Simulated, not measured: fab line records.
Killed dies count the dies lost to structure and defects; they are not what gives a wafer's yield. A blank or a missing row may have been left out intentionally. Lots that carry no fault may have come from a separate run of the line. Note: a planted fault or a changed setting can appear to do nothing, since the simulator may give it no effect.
Problem report, 8D (eight disciplines) form, completed by code ; flow n5-finfet ; the parts of the form that need people (team, actions taken, sign-off) are left out

## 1. WHAT IS WRONG
At N5_MOL_CONTACT_COAG_ANNEAL_112, wafer_temp_C_max averages 389.37 over 6 wafers from 2 lots, while fault-free wafers read 400.97, standard deviation 0.3. Measured from the usual mean, that is -39 standard deviations.
The step: time 1800 s.
The first sign was on wafer L400.1 at day 8 05:17, on hp-anneal-01. At this step, 24 wafers from 8 lots have a number in the record. Rule for "out" (also "out of limits"): further than 4 standard deviations from the usual mean. The rest of the wafers with a number are treated as sound.

## 2. WHAT IT IS; WHAT IT IS NOT
question;is;is not
which readings at this step;wafer_temp_C_max, spike-tc-bottom-C, spike-tc-centre-C, spike-tc-lower-C, spike-tc-top-C, spike-tc-upper-C;-
which lots;L400, L401;L395, L398, L411, L412, L413, L414
which wafers of those lots;all that have a number;-
read on which tools;hp-anneal-01;-
when;from day 8 05:17;"up to then (6 sound wafers); but 12 sound wafers of L411, L412, L413, L414 came after"

## 3. SUSPECTS, AND WHAT RULES EACH OUT
Counting: any tool at a process step up to the reading is kept as a suspect provided that every lot that is out went through it and no sound lot did after the first of them.
- rie-diel-01 at N5_MOL_CONTACT_COAG_ETCHBACK_134 (etches SiO2 in CHF3, target depth 10 nm, time 6.7 s): ruled out as a lasting fault. The sound lots L413, L412, L414 went through it after L400, its earliest lot that is out (day 8 01:11).
- rie-diel-01 at N5_MOL_CONTACT_COAG_VIA_ETCH_117 (etches SiO2 in C4F6/O2, target depth 40 nm, overetch 8 nm, time 26 s): ruled out as a lasting fault. The sound lots L413, L412, L414 went through it after L400, its earliest lot that is out (day 8 01:20).
- hp-anneal-01 at N5_MOL_CONTACT_COAG_ANNEAL_112 (time 1800 s): ruled out as a lasting fault. The sound lots L413, L411, L412, L414 went through it after L400, its earliest lot that is out (day 8 05:17).
Left after counting: nothing in the record.

## 4. THE CAUSE (what the simulator had put in)
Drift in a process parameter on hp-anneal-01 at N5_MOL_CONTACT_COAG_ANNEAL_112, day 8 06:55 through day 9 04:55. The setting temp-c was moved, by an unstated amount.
Counting ruled it out, wrongly.

## 5. THE EFFECT CHAIN, in route order
Each row: a reading where the mean over the struck wafers with a number is more than 3 standard deviations away from the usual. Scope: only readings with a usual standard deviation given in the record; hours: median across lots of the time from each lot's start at the first step in this table that gives one to its start at this step; sigmas: change in usual standard deviations.
hours;step;reading;usual;on struck wafers;change;sigmas
0;N5_MOL_CONTACT_COAG_ANNEAL_112;spike-tc-bottom-C;420.1 C;408.2;-11.9;-12
0;N5_MOL_CONTACT_COAG_ANNEAL_112;spike-tc-centre-C;401.5 C;389.7;-11.8;-12
0;N5_MOL_CONTACT_COAG_ANNEAL_112;spike-tc-lower-C;398.1 C;386.3;-11.8;-13
0;N5_MOL_CONTACT_COAG_ANNEAL_112;spike-tc-top-C;429.6 C;418.7;-10.9;-11
0;N5_MOL_CONTACT_COAG_ANNEAL_112;spike-tc-upper-C;398.0 C;386.4;-11.6;-11
0;N5_MOL_CONTACT_COAG_ANNEAL_112;wafer_temp_C_max;400.97;389.37;-11.60;-39
0;N5_MOL_CONTACT_COAG_ANNEAL_112;zone-power-bottom-pct;11.42 %;11.01;-0.41;-4.3
0;N5_MOL_CONTACT_COAG_ANNEAL_112;zone-power-centre-pct;9.59 %;9.22;-0.37;-4.1
0;N5_MOL_CONTACT_COAG_ANNEAL_112;zone-power-lower-pct;8.54 %;8.20;-0.34;-4.1
0;N5_MOL_CONTACT_COAG_ANNEAL_112;zone-power-top-pct;21.88 %;21.16;-0.72;-3.3
0;N5_MOL_CONTACT_COAG_ANNEAL_112;zone-power-upper-pct;9.16 %;8.79;-0.37;-3.9
Process steps it contains:
- N5_MOL_CONTACT_COAG_ANNEAL_112: time 1800 s.
Later measuring or inspecting steps at which every struck wafer that the step has a row for has a number for every such reading, and none has moved that far: N5_BEOL_M4_RC_MEAS_101.

## 6. HOW IT WOULD HAVE BEEN CAUGHT EARLIER
In this record the first reading out of limits was taken at day 8 05:17.
